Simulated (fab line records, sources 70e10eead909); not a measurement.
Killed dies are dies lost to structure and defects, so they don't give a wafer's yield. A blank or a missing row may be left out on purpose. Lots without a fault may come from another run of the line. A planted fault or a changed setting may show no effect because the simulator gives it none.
fab line records | flow nand_harc
record lots=24 wafers=72 last_day=26
route steps=1159 shown P_GATE@131 P_CONTACT@234
lots that met no fault: from a run of the same line without faults
start_h: hours from the record's first day to the start of the lot's first wafer shown | wait_h: hours since the lot's step before | " the same as in the row above | L1.1+2: a row that stands for several wafers | - no value, or no start given | * or withheld: withheld | < > ~ a bound
route shown NAME@n: a module of which the file shows steps, and the number in the route of the first | usual: mean/standard deviation of fault-free wafers | same: alike in all rows | chamber/n: place in a boat | sites: the reading at each site | _std_site: their standard deviation | _edge_site: outer sites' mean less inner sites' | radius_mm: how far each site lies from the wafer's centre | mask NAME#n: copy n | behind: the tool/chamber that last shaped the wafer | hold: why the lot was held/for how many hours/how that ended | device: the transistor (n, p or np) that didn't switch | end of line: the same wafers' tests at the end of the route | a step without rows: its recipe alone | killed: dies lost to structure and defects at the first sort, not the wafer's yield | map: a wafer's dies, x killed, . not, _ none there
set.NAME: the setting as run; set.NAME@STEP: as run at that earlier step | model.NAME: the simulator's own value behind a step, which no gauge read
steps of the route over a sample of lots; a table a step, a row a wafer
services: from which hour (start_h, from the record's first day; less than 0 if before it) a tool's chamber was out of use, for how many hours, and why
## steps
# step NHARC_P_GATE_HM_DEP_102
# recipe target_thk_a=1200 temp_c=400 material=aC
# usual throttle_valve_pct=35.001/0.0086
# columns lot.wafer tool chamber start_h wait_h throttle_valve_pct
L074.3 acl_dep-03 0 85.69 0.6 34.989
L074.4 " 0 " " 35.004
L074.5 " 0 " " 35.012
L075.1 acl_dep-01 0 96.29 0.4 35.002
L075.3 " 0 " " 34.998
L075.6 " 0 " " 35.001
L076.1 acl_dep-03 0 104.86 2.0 34.987
L076.2 " 0 " " 34.996
L076.5 " 0 " " 34.991
L077.1 acl_dep-02 0 117.43 3.2 35.004
L077.3 " 0 " " 34.994
L077.5 " 0 " " 34.994
L079.1 acl_dep-03 0 117.61 3.4 34.992
L079.2 " 0 " " 34.993
L079.6 " 0 " " 35.011
L078.2 acl_dep-02 0 118.18 3.9 35.002
L078.5 " 0 " " 34.987
L078.6 " 0 " " 35.000
L080.1 acl_dep-01 0 135.88 0.4 34.998
L080.4 " 0 " " 35.008
L080.5 " 0 " " 34.997
L081.2 acl_dep-03 0 135.99 0.5 35.006
L081.3 " 0 " " 35.010
L081.4 " 0 " " 35.010
L083.2 acl_dep-02 0 147.25 1.1 35.019
L083.4 " 0 " " 35.004
L083.5 " 0 " " 34.997
L082.2 acl_dep-02 0 147.89 1.7 35.006
L082.3 " 0 " " 35.003
L082.6 " 0 " " 35.008
L086.1 acl_dep-01 0 180.73 6.6 34.995
L086.2 " 0 " " 35.019
L086.6 " 0 " " 34.985
L085.3 acl_dep-03 0 180.78 6.7 35.008
L085.4 " 0 " " 34.987
L085.5 " 0 " " 35.002
L084.2 acl_dep-03 0 181.32 7.2 34.997
L084.4 " 0 " " 35.015
L084.6 " 0 " " 34.997
L087.2 acl_dep-01 0 181.48 7.4 34.992
L087.3 " 0 " " 35.002
L087.5 " 0 " " 34.992
L088.1 acl_dep-03 0 193.51 0.4 35.008
L088.3 " 0 " " 35.008
L088.6 " 0 " " 35.002
L091.2 acl_dep-02 0 193.67 0.5 34.988
L091.3 " 0 " " 35.019
L091.4 " 0 " " 35.013
L089.2 acl_dep-03 0 194.26 1.1 35.013
L089.3 " 0 " " 35.006
L089.4 " 0 " " 35.007
L092.2 acl_dep-02 0 194.32 1.2 34.989
L092.4 " 0 " " 35.016
L092.5 " 0 " " 35.014
L090.1 acl_dep-01 0 194.32 1.2 34.992
L090.2 " 0 " " 34.993
L090.5 " 0 " " 35.002
L094.1 acl_dep-01 0 208.22 0.4 35.003
L094.2 " 0 " " 35.012
L094.3 " 0 " " 35.000
L093.3 acl_dep-03 0 208.43 0.6 35.020
L093.4 " 0 " " 35.014
L093.6 " 0 " " 34.993
L095.1 acl_dep-02 0 213.62 0.4 34.992
L095.4 " 0 " " 34.997
L095.5 " 0 " " 34.998
L096.1 acl_dep-01 0 213.62 0.4 34.988
L096.2 " 0 " " 35.005
L096.4 " 0 " " 34.995
L097.2 acl_dep-02 0 224.97 1.3 35.008
L097.3 " 0 " " 35.021
L097.5 " 0 " " 34.995
# step NHARC_P_GATE_ETCH_104
# recipe target_depth_a=600 time_s=withheld cf4_flow_sccm=100 chf3_flow_sccm=30 ar_flow_sccm=0 rf_w=500 bias_w=200 chemistry=CF4/CHF3
# usual chamber_pressure_mTorr=25.002/0.023 drypump_motor_current_A=5.6/0.49 oes_product_au=0.948/0.021 rf_vpp_V=369.9/2.4 showerhead_plenum_p_Torr=1.55/0.067 throttle_valve_pct=16.804/0.0086
# columns lot.wafer tool chamber start_h wait_h chamber_pressure_mTorr drypump_motor_current_A oes_product_au rf_vpp_V showerhead_plenum_p_Torr throttle_valve_pct
L074.3 rie_diel-13 2 87.27 0.1 25.012 6.2 0.963 367.6 1.47 16.811
L074.4 " 1 " " 24.989 6.1 0.962 371.1 1.60 16.812
L074.5 " 2 " " 25.010 6.2 0.949 366.2 1.47 16.799
L075.3 rie_diel-08 1 97.98 0.1 24.972 5.4 0.934 374.3 1.64 16.801
L075.1 " 3 " " 25.003 5.1 0.955 369.7 1.53 16.805
L075.6 " 1 " " 24.986 5.4 0.936 372.6 1.64 16.803
L076.1 rie_diel-08 1 106.72 0.1 24.975 5.4 0.975 372.5 1.64 16.799
L076.2 " 2 " " 25.003 4.8 0.968 375.0 1.67 16.808
L076.5 " 3 " " 24.994 5.1 0.951 369.0 1.53 16.801
L077.1 rie_diel-11 1 118.92 0.1 25.013 6.4 0.931 370.2 1.56 16.796
L077.3 " 2 " " 24.975 6.0 0.959 369.9 1.57 16.799
L077.5 " 1 " " 24.978 6.4 0.941 368.4 1.56 16.826
L079.1 rie_diel-13 1 119.32 0.1 25.024 6.0 0.979 371.3 1.60 16.809
L079.2 " 2 " " 25.014 6.2 0.975 365.5 1.47 16.785
L079.6 " 2 " " 25.033 6.2 0.972 366.7 1.47 16.805
L078.2 rie_diel-13 0 119.78 0.1 25.032 5.1 0.981 368.2 1.51 16.791
L078.5 " 0 " " 25.010 5.1 0.983 367.6 1.51 16.808
L078.6 " 1 " " 24.993 6.1 0.954 371.5 1.60 16.805
L080.1 rie_diel-13 2 137.51 0.1 25.007 6.2 0.968 366.8 1.47 16.795
L080.4 " 0 " " 25.002 5.1 0.969 368.3 1.51 16.808
L080.5 " 1 " " 24.974 6.0 0.956 370.3 1.60 16.799
L081.4 rie_diel-08 1 137.65 0.1 25.009 5.4 0.957 372.6 1.63 16.797
L081.3 " 2 " " 25.009 4.8 0.957 373.3 1.67 16.808
L081.2 " 0 " " 25.034 5.7 0.988 367.7 1.47 16.819
L083.2 rie_diel-08 1 148.67 0.1 24.967 5.4 0.915 371.5 1.63 16.807
L083.4 " 0 " " 25.017 5.7 0.924 367.2 1.47 16.800
L083.5 " 3 " " 25.010 5.1 0.919 367.4 1.53 16.820
L082.2 rie_diel-13 0 149.40 0.1 25.002 5.1 0.925 368.5 1.50 16.821
L082.3 " 2 " " 25.017 6.2 0.937 368.0 1.47 16.811
L082.6 " 0 " " 25.022 5.1 0.927 368.6 1.50 16.800
L085.4 rie_diel-13 0 182.27 0.1 25.003 5.1 0.920 368.9 1.50 16.806
L085.3 " 1 " " 24.951 6.0 0.923 371.9 1.60 16.793
L085.5 " 3 " " 25.009 5.6 0.930 372.1 1.64 16.812
L086.2 rie_diel-11 1 182.43 0.1 25.001 6.4 0.965 368.7 1.55 16.805
L086.1 " 2 " " 25.011 6.0 0.964 367.6 1.56 16.794
L086.6 " 0 " " 25.027 5.9 0.987 367.4 1.49 16.818
L084.4 rie_diel-11 0 182.80 0.1 25.007 5.9 0.961 366.7 1.49 16.796
L084.2 " 1 " " 25.040 6.4 0.952 369.6 1.55 16.803
L084.6 " 2 " " 25.000 6.0 0.953 370.4 1.56 16.809
L087.3 rie_diel-13 1 183.10 0.2 25.003 6.1 0.931 370.8 1.60 16.793
L087.2 " 2 " " 25.005 6.2 0.949 366.7 1.47 16.805
L087.5 " 0 " " 25.042 5.1 0.928 367.3 1.50 16.802
L088.3 rie_diel-13 2 195.49 0.3 25.031 6.2 0.950 366.4 1.47 16.799
L088.1 " 3 " " 24.986 5.6 0.926 372.1 1.64 16.808
L088.6 " 0 " " 24.975 5.1 0.936 368.9 1.50 16.813
L091.2 rie_diel-13 3 195.59 0.1 24.961 5.6 0.932 371.6 1.64 16.803
L091.4 " 1 " " 24.977 6.0 0.923 370.8 1.60 16.816
L091.3 " 2 " " 24.990 6.2 0.935 365.8 1.47 16.810
L089.2 rie_diel-13 0 196.35 0.5 25.008 5.1 0.935 369.7 1.50 16.813
L089.4 " 1 " " 24.956 6.0 0.922 372.0 1.60 16.804
L089.3 " 2 " " 25.046 6.2 0.934 366.7 1.47 16.795
L092.2 rie_diel-13 1 196.54 0.2 24.969 6.1 0.924 371.1 1.60 16.815
L092.4 " 2 " " 25.006 6.2 0.932 366.8 1.47 16.805
L092.5 " 1 " " 24.990 6.1 0.925 372.7 1.60 16.801
L090.1 rie_diel-13 3 196.67 0.3 25.012 5.6 0.936 372.3 1.64 16.812
L090.2 " 0 " " 24.994 5.1 0.927 369.3 1.50 16.804
L090.5 " 1 " " 25.044 6.0 0.931 373.0 1.60 16.806
L093.3 rie_diel-08 3 209.85 0.1 25.008 5.1 0.951 369.2 1.53 16.806
L093.6 " 3 " " 24.993 5.1 0.952 368.3 1.53 16.802
L093.4 " 1 " " 24.974 5.4 0.958 373.5 1.63 16.812
L094.2 rie_diel-11 0 209.86 0.1 24.972 5.9 0.943 367.7 1.49 16.824
L094.1 " 1 " " 24.997 6.4 0.956 370.3 1.55 16.806
L094.3 " 2 " " 24.985 6.1 0.952 369.6 1.56 16.798
L095.4 rie_diel-13 2 215.24 0.1 25.021 6.2 0.977 367.1 1.47 16.793
L095.1 " 3 " " 24.990 5.6 0.964 372.6 1.64 16.795
L095.5 " 2 " " 24.978 6.2 0.976 366.9 1.46 16.798
L096.1 rie_diel-11 2 215.65 0.3 25.021 6.0 0.928 368.8 1.56 16.813
L096.4 " 3 " " 24.985 4.8 0.922 367.7 1.50 16.802
L096.2 " 0 " " 25.007 6.0 0.928 365.5 1.48 16.807
L097.3 rie_diel-13 3 226.48 0.1 24.979 5.6 0.961 373.0 1.64 16.799
L097.2 " 1 " " 25.029 6.0 0.982 370.9 1.60 16.785
L097.5 " 2 " " 25.002 6.2 1.010 367.1 1.46 16.813
# step NHARC_P_GATE_ETCH_114
# recipe target_depth_a=300 overetch_a=30 time_s=16.5 ion_energy_ev=100 cf4_flow_sccm=80 o2_flow_sccm=20 ar_flow_sccm=0 rf_w=300 bias_w=100 chemistry=CF4/O2
# usual chamber_pressure_mTorr=29.999/0.028 drypump_motor_current_A=5.6/0.48 oes_product_au=1.003/0.01 rf_vpp_V=197.3/1.5 showerhead_plenum_p_Torr=1.31/0.061 throttle_valve_pct=13.397/0.0086
# columns lot.wafer tool chamber start_h wait_h chamber_pressure_mTorr drypump_motor_current_A oes_product_au rf_hours_counter_h rf_vpp_V showerhead_plenum_p_Torr throttle_valve_pct
L074.3 rie_diel-13 2 - - 30.045 6.2 1.011 22 195.6 1.24 13.394
L074.4 " 1 " " 29.962 6.0 1.010 27 198.2 1.36 13.411
L074.5 " 3 " " 30.000 5.6 1.017 - 200.5 1.40 13.401
L075.1 rie_diel-08 2 - - 30.020 4.8 0.996 50 198.5 1.42 13.398
L075.3 " 3 " " 29.997 5.1 1.007 49 198.8 1.30 13.396
L075.6 " 1 " " 30.006 5.4 0.997 - 199.9 1.39 13.391
L076.1 rie_diel-08 0 - - 29.962 5.7 0.997 53 195.2 1.24 13.398
L076.2 " 1 " " 29.996 5.4 0.991 56 199.8 1.39 13.398
L076.5 " 0 " " 30.001 5.7 0.996 - 195.0 1.24 13.396
L079.2 rie_diel-13 3 - - 30.021 5.6 1.011 2 199.9 1.40 13.391
L079.1 " 2 " " 30.003 6.2 1.025 2 196.6 1.24 13.404
L079.6 " 0 " " 29.983 5.1 1.000 - 196.2 1.28 13.410
L077.3 rie_diel-11 3 - - 29.963 4.8 1.005 35 196.5 1.28 13.395
L077.1 " 2 " " 30.008 6.0 0.994 34 197.9 1.33 13.386
L077.5 " 0 " " 30.028 5.9 1.010 - 194.6 1.26 13.397
L078.2 rie_diel-13 3 - - 29.939 5.6 0.998 2 198.5 1.40 13.397
L078.6 " 2 " " 30.006 6.2 1.025 - 195.5 1.24 13.404
L078.5 " 3 " " 29.979 5.6 1.011 - 199.2 1.40 13.393
L081.2 rie_diel-08 0 - - 29.959 5.7 0.999 1 196.0 1.24 13.393
L081.4 " 1 " " 29.958 5.4 0.987 1 199.2 1.39 13.399
L081.3 " 3 " " 30.063 5.1 1.000 2 197.9 1.30 13.396
L080.1 rie_diel-13 0 - - 29.980 5.1 1.006 6 197.4 1.28 13.400
L080.4 " 1 " " 30.008 6.1 0.999 6 197.9 1.36 13.394
L080.5 " 0 " " 30.029 5.1 1.009 - 196.9 1.27 13.390
L083.2 rie_diel-08 0 - - 30.001 5.7 1.015 5 197.0 1.24 13.396
L083.4 " 1 " " 29.987 5.4 0.994 - 198.6 1.39 13.395
L083.5 " 1 " " 30.046 5.4 0.997 - 198.1 1.39 13.392
L082.3 rie_diel-13 2 - - 29.980 6.2 1.016 8 195.0 1.24 13.403
L082.2 " 0 " " 29.992 5.1 1.012 8 195.9 1.27 13.397
L082.6 " 3 " " 29.970 5.6 1.003 - 199.6 1.40 13.384
L085.3 rie_diel-13 3 - - 29.995 5.6 1.005 12 198.5 1.39 13.390
L085.4 " 0 " " 30.048 5.1 0.990 12 196.2 1.27 13.393
L085.5 " 2 " " 29.994 6.2 1.024 - 194.9 1.24 13.394
L086.2 rie_diel-11 3 - - 29.989 4.8 0.993 62 196.8 1.28 13.373
L086.1 " 0 " " 29.955 6.0 1.011 61 194.3 1.26 13.388
L086.6 " 3 " " 30.051 4.9 0.999 - 196.6 1.28 13.388
L084.2 rie_diel-11 1 - - 29.966 6.4 0.997 59 197.2 1.31 13.410
L084.4 " 2 " " 30.011 6.0 1.012 60 197.0 1.33 13.415
L084.6 " 1 " " 29.974 6.4 0.988 - 197.5 1.31 13.398
L087.2 rie_diel-13 2 - - 29.971 6.2 1.017 12 197.2 1.24 13.398
L087.3 " 3 " " 30.042 5.6 1.003 13 198.9 1.39 13.387
L087.5 " 3 " " 29.998 5.6 1.002 - 199.2 1.39 13.406
L088.3 rie_diel-13 2 - - 29.993 6.2 1.005 14 195.1 1.24 13.383
L088.1 " 3 " " 30.014 5.6 0.997 14 198.5 1.39 13.403
L088.6 " 2 " " 29.990 6.2 1.014 - 195.7 1.24 13.392
L091.3 rie_diel-13 3 - - 29.985 5.6 1.001 14 201.4 1.39 13.385
L091.4 " 0 " " 30.041 5.1 1.003 14 196.8 1.27 13.404
L091.2 " 1 " " 29.967 6.0 1.001 14 197.5 1.36 13.389
L089.4 rie_diel-13 1 - - 30.003 6.0 0.993 14 197.5 1.36 13.411
L089.3 " 2 " " 30.024 6.2 1.021 14 195.2 1.24 13.400
L089.2 " 3 " " 30.008 5.6 1.001 14 199.0 1.39 13.397
L092.2 rie_diel-13 3 - - 29.989 5.6 1.006 14 199.1 1.39 13.400
L092.4 " 2 " " 30.004 6.2 1.004 14 196.4 1.24 13.408
L092.5 " 0 " " 30.010 5.1 0.990 - 196.5 1.27 13.383
L090.1 rie_diel-13 1 - - 29.997 6.1 1.004 14 198.7 1.36 13.412
L090.2 " 0 " " 30.004 5.1 0.997 14 198.1 1.27 13.392
L090.5 " 2 " " 29.977 6.2 1.018 - 195.6 1.24 13.400
L094.3 rie_diel-11 0 - - 29.982 5.9 1.004 2 196.2 1.26 13.405
L094.1 " 1 " " 29.990 6.4 0.988 2 197.0 1.31 13.399
L094.2 " 2 " " 30.027 6.0 0.992 3 198.1 1.33 13.406
L093.3 rie_diel-08 1 - - 29.963 5.4 0.990 27 199.7 1.38 13.403
L093.6 " 1 " " 30.029 5.4 0.992 - 197.9 1.38 13.394
L093.4 " 3 " " 30.032 5.1 0.989 - 198.4 1.29 13.415
L095.1 rie_diel-13 3 - - 29.978 5.6 1.006 17 199.7 1.39 13.406
L095.4 " 2 " " 29.983 6.2 1.014 17 195.2 1.24 13.391
L095.5 " 3 " " 29.937 5.6 1.009 - 198.4 1.39 13.397
L096.1 rie_diel-11 3 - - 29.984 4.8 1.003 5 195.9 1.27 13.389
L096.2 " 1 " " 29.998 6.4 0.989 4 197.9 1.31 13.385
L096.4 " 2 " " 29.983 6.0 1.001 5 196.3 1.33 13.397
L097.3 rie_diel-13 0 - - 29.975 5.1 1.002 17 195.2 1.27 13.400
L097.2 " 3 " " 30.024 5.6 1.007 18 197.8 1.39 13.391
L097.5 " 0 " " 30.042 5.1 1.002 - 197.3 1.27 13.391
# step NHARC_P_GATE_STRIP_112
# recipe power_w=1500 temp_c=110 time_s=200 chemistry=N2/H2
# usual drypump_motor_current_A=5.9/0.47 heater_power_w=88/14
# columns lot.wafer tool chamber start_h wait_h drypump_motor_current_A heater_power_w rf_hours_counter_h
L074.3 plasma_asher-02 0 101.56 0.2 5.5 75 -
L074.4 " 1 " " 6.6 72 -
L074.5 " 0 " " 5.6 76 -
L075.1 plasma_asher-02 1 112.26 0.4 6.6 74 36
L075.3 " 1 " " 6.7 74 -
L075.6 " 1 " " 6.6 72 -
L076.1 plasma_asher-01 0 123.75 0.2 5.5 93 8
L076.2 " 1 " " 5.9 109 8
L076.5 " 0 " " 5.5 94 -
L079.1 plasma_asher-01 1 133.40 0.2 6.0 109 12
L079.2 " 0 " " 5.5 96 12
L079.6 " 1 " " 6.0 114 -
L077.1 plasma_asher-01 1 135.73 0.2 5.9 110 13
L077.3 " 1 " " 5.9 108 -
L077.5 " 0 " " 5.5 94 -
L078.2 plasma_asher-01 1 136.07 0.2 6.0 109 13
L078.6 " 1 " " 5.9 106 -
L078.5 " 0 " " 5.5 95 -
L081.2 plasma_asher-01 1 151.50 0.2 6.0 110 18
L081.3 " 0 " " 5.5 93 -
L081.4 " 1 " " 6.0 108 -
L080.1 plasma_asher-01 1 153.82 0.4 5.9 109 19
L080.4 " 0 " " 5.5 94 -
L080.5 " 0 " " 5.5 93 -
L083.2 plasma_asher-02 0 163.20 0.2 5.5 76 54
L083.4 " 1 " " 6.7 73 -
L083.5 " 0 " " 5.5 76 -
L082.2 plasma_asher-02 1 163.76 0.2 6.6 73 55
L082.3 " 1 " " 6.7 74 -
L082.6 " 1 " " 6.6 73 -
L086.2 plasma_asher-02 0 196.81 0.2 5.6 81 1
L086.1 " 1 " " 6.7 73 1
L086.6 " 1 " " 6.7 73 -
L084.2 plasma_asher-02 0 197.18 0.4 5.6 81 1
L084.4 " 0 " " 5.6 81 -
L084.6 " 0 " " 5.6 83 -
L085.3 plasma_asher-02 1 199.55 0.4 6.7 72 -
L085.4 " 0 " " 5.6 81 -
L085.5 " 0 " " 5.6 83 -
L087.2 plasma_asher-02 1 202.86 0.2 6.7 74 3
L087.3 " 0 " " 5.6 81 -
L087.5 " 1 " " 6.7 72 -
L088.1 plasma_asher-01 0 210.34 0.2 5.5 94 37
L088.3 " 1 " " 5.9 107 -
L088.6 " 0 " " 5.5 90 -
L091.2 plasma_asher-02 0 210.64 0.3 5.6 80 6
L091.4 " 0 " " 5.6 83 -
L091.3 " 1 " " 6.7 74 -
L089.2 plasma_asher-02 1 216.64 0.2 6.6 77 9
L089.3 " 0 " " 5.6 83 -
L089.4 " 1 " " 6.7 74 -
L092.2 plasma_asher-01 1 216.85 0.3 5.9 110 41
L092.4 " 1 " " 5.9 111 -
L092.5 " 1 " " 5.9 108 -
L090.2 plasma_asher-01 0 219.12 0.2 5.5 94 43
L090.1 " 1 " " 6.0 111 43
L090.5 " 1 " " 6.0 110 -
L094.1 plasma_asher-02 0 223.80 0.2 5.6 82 13
L094.2 " 1 " " 6.7 74 13
L094.3 " 0 " " 5.5 82 -
L093.3 plasma_asher-01 0 224.29 0.2 5.5 95 -
L093.4 " 1 " " 5.9 108 -
L093.6 " 1 " " 6.0 106 -
L095.1 plasma_asher-02 0 229.46 0.2 5.6 82 15
L095.4 " 0 " " 5.6 82 -
L095.5 " 1 " " 6.7 75 -
L096.2 plasma_asher-01 0 230.48 0.2 5.5 96 48
L096.1 " 1 " " 6.0 109 48
L096.4 " 1 " " 5.9 111 -
L097.2 plasma_asher-02 1 240.48 0.2 6.7 73 18
L097.3 " 0 " " 5.6 81 -
L097.5 " 1 " " 6.7 72 -
# step NHARC_P_GATE_CD_MEAS_91
# recipe target_cd_nm=2000 landing_energy_ev=500
# usual cd_nm=2000.5/1.6
# columns lot.wafer tool chamber start_h wait_h cd_nm
L074.3 cd_sem-02 0 102.54 - 2003.2
L074.4 " 0 " " 1998.8
L074.5 " 0 " " 2000.4
L075.1 cd_sem-01 0 113.29 - 1999.8
L075.3 " 0 " " 2000.2
L075.6 " 0 " " 1999.2
L076.1 cd_sem-03 0 124.93 - 2000.2
L076.2 " 0 " " 2002.1
L076.5 " 0 " " 2000.0
L079.1 cd_sem-01 0 134.47 - 1998.2
L079.2 " 0 " " 1996.8
L079.6 " 0 " " 1997.9
L077.1 cd_sem-03 0 136.93 - 1999.9
L077.3 " 0 " " 2000.7
L077.5 " 0 " " 1998.3
L078.2 cd_sem-03 0 137.24 - 2001.6
L078.5 " 0 " " 2001.6
L078.6 " 0 " " 1998.8
L081.2 cd_sem-03 0 152.51 - 2000.7
L081.3 " 0 " " 2001.4
L081.4 " 0 " " 1997.5
L080.1 cd_sem-03 0 154.88 - 2000.1
L080.4 " 0 " " 1999.6
L080.5 " 0 " " 1999.5
L083.2 cd_sem-03 0 164.25 - 2002.1
L083.4 " 0 " " 1999.5
L083.5 " 0 " " 1999.0
L082.2 cd_sem-01 0 164.94 - 2004.3
L082.3 " 0 " " 2001.5
L082.6 " 0 " " 2002.8
L086.1 cd_sem-03 0 197.99 - 1998.8
L086.2 " 0 " " 2001.0
L086.6 " 0 " " 1999.1
L084.2 cd_sem-03 0 198.33 - 1999.6
L084.4 " 0 " " 2002.6
L084.6 " 0 " " 2001.6
L085.3 cd_sem-01 0 200.67 - 1998.4
L085.4 " 0 " " 2000.8
L085.5 " 0 " " 2001.4
L087.2 cd_sem-03 0 203.92 - 1999.7
L087.3 " 0 " " 2001.0
L087.5 " 0 " " 2002.2
L088.1 cd_sem-01 0 211.47 - 2000.2
L088.3 " 0 " " 2001.2
L088.6 " 0 " " 2002.0
L091.2 cd_sem-01 0 211.82 - 2002.2
L091.3 " 0 " " 2002.5
L091.4 " 0 " " 2000.3
L089.2 cd_sem-01 0 217.79 - 2000.7
L089.3 " 0 " " 1999.9
L089.4 " 0 " " 2001.6
L092.2 cd_sem-03 0 218.02 - 2002.7
L092.4 " 0 " " 1999.5
L092.5 " 0 " " 2002.0
L090.1 cd_sem-02 0 220.30 - 2002.8
L090.2 " 0 " " 1997.1
L090.5 " 0 " " 2000.1
L094.1 cd_sem-03 0 224.86 - 1998.2
L094.2 " 0 " " 2000.5
L094.3 " 0 " " 2000.3
L093.3 cd_sem-02 0 225.39 - 1999.8
L093.4 " 0 " " 1999.5
L093.6 " 0 " " 2000.2
L095.1 cd_sem-01 0 230.66 - 2001.0
L095.4 " 0 " " 2000.2
L095.5 " 0 " " 2001.0
L096.1 cd_sem-02 0 231.67 - 1997.5
L096.2 " 0 " " 1999.4
L096.4 " 0 " " 1998.6
L097.2 cd_sem-02 0 241.68 - 2000.1
L097.3 " 0 " " 2000.3
L097.5 " 0 " " 1999.6
# step NHARC_P_CONTACT_INSPECT_14
# usual raw_defect_count=3.8/2.8
# columns lot.wafer tool chamber start_h wait_h raw_defect_count
L074.3 defect_inspect-02 - 107.83 0.0 9
L074.4 " - " " 6
L074.5 " - " " 3
L075.1 defect_inspect-01 - 118.25 0.0 6
L075.3 " - " " 4
L075.6 " - " " 3
L076.1 defect_inspect-02 - 130.11 0.0 2
L076.2 " - " " 3
L076.5 " - " " 4
L079.1 defect_inspect-02 - 139.98 0.0 6
L079.2 " - " " 5
L079.6 " - " " 2
L077.1 defect_inspect-02 - 141.96 0.0 4
L077.3 " - " " 3
L077.5 " - " " 4
L078.2 defect_inspect-01 - 142.22 0.0 3
L078.5 " - " " 0
L078.6 " - " " 3
L081.2 defect_inspect-01 - 157.63 0.0 4
L081.3 " - " " 3
L081.4 " - " " 5
L080.1 defect_inspect-01 - 159.70 0.0 14
L080.4 " - " " 6
L080.5 " - " " 9
L083.2 defect_inspect-02 - 169.25 0.0 3
L083.4 " - " " 2
L083.5 " - " " 3
L082.2 defect_inspect-01 - 169.96 0.0 6
L082.3 " - " " 2
L082.6 " - " " 6
L086.1 defect_inspect-01 - 202.98 0.0 2
L086.2 " - " " 3
L086.6 " - " " 3
L084.2 defect_inspect-02 - 203.47 0.0 6
L084.4 " - " " 3
L084.6 " - " " 6
L085.3 defect_inspect-02 - 205.64 0.0 5
L085.4 " - " " 5
L085.5 " - " " 3
L087.2 defect_inspect-01 - 208.77 0.0 7
L087.3 " - " " 1
L087.5 " - " " 0
L088.1 defect_inspect-02 - 216.15 0.0 0
L088.3 " - " " 3
L088.6 " - " " 4
L091.2 defect_inspect-01 - 216.67 0.0 3
L091.3 " - " " 5
L091.4 " - " " 3
L089.2 defect_inspect-02 - 222.81 0.0 0
L089.3 " - " " 3
L089.4 " - " " 2
L092.2 defect_inspect-02 - 223.52 0.0 3
L092.4 " - " " 2
L092.5 " - " " 4
L090.1 defect_inspect-02 - 225.29 0.0 3
L090.2 " - " " 1
L090.5 " - " " 7
L094.1 defect_inspect-01 - 229.66 0.1 2
L094.2 " - " " 3
L094.3 " - " " 3
L093.3 defect_inspect-01 - 230.26 0.0 2
L093.4 " - " " 0
L093.6 " - " " 0
L095.1 defect_inspect-02 - 235.52 0.0 2
L095.4 " - " " 6
L095.5 " - " " 5
L096.1 defect_inspect-01 - 236.61 0.0 5
L096.2 " - " " 2
L096.4 " - " " 2
L097.2 defect_inspect-02 - 246.82 0.0 1
L097.3 " - " " 4
L097.5 " - " " 5
## services
# columns tool chamber start_h hours kind
plasma_asher-01 - 61.75 5.0 repair
rie_diel-08 2 64.69 5.1 repair
rie_diel-13 0 78.20 - clean
rie_diel-13 1 78.20 - clean
rie_diel-13 2 78.20 - clean
rie_diel-13 3 78.20 - clean
plasma_asher-01 - 99.00 9.0 pm
rie_diel-13 - 99.06 9.0 pm
rie_diel-13 0 99.06 9.0 vent_cycle
rie_diel-13 1 99.06 9.0 vent_cycle
rie_diel-13 2 99.06 9.0 vent_cycle
rie_diel-13 3 99.06 9.0 vent_cycle
rie_diel-13 0 108.06 - clean
rie_diel-13 1 108.06 - clean
acl_dep-01 - 111.63 13.0 pm
rie_diel-08 - 124.80 9.0 pm
rie_diel-08 2 146.82 5.8 repair
rie_diel-08 3 149.11 11.9 repair
acl_dep-02 - 170.32 13.0 pm
plasma_asher-02 - 183.54 9.0 pm
rie_diel-11 - 190.89 9.0 pm
rie_diel-08 0 199.78 14.0 repair
rie_diel-13 0 220.03 3.6 repair
acl_dep-03 - 223.37 13.0 pm
## key
fault none
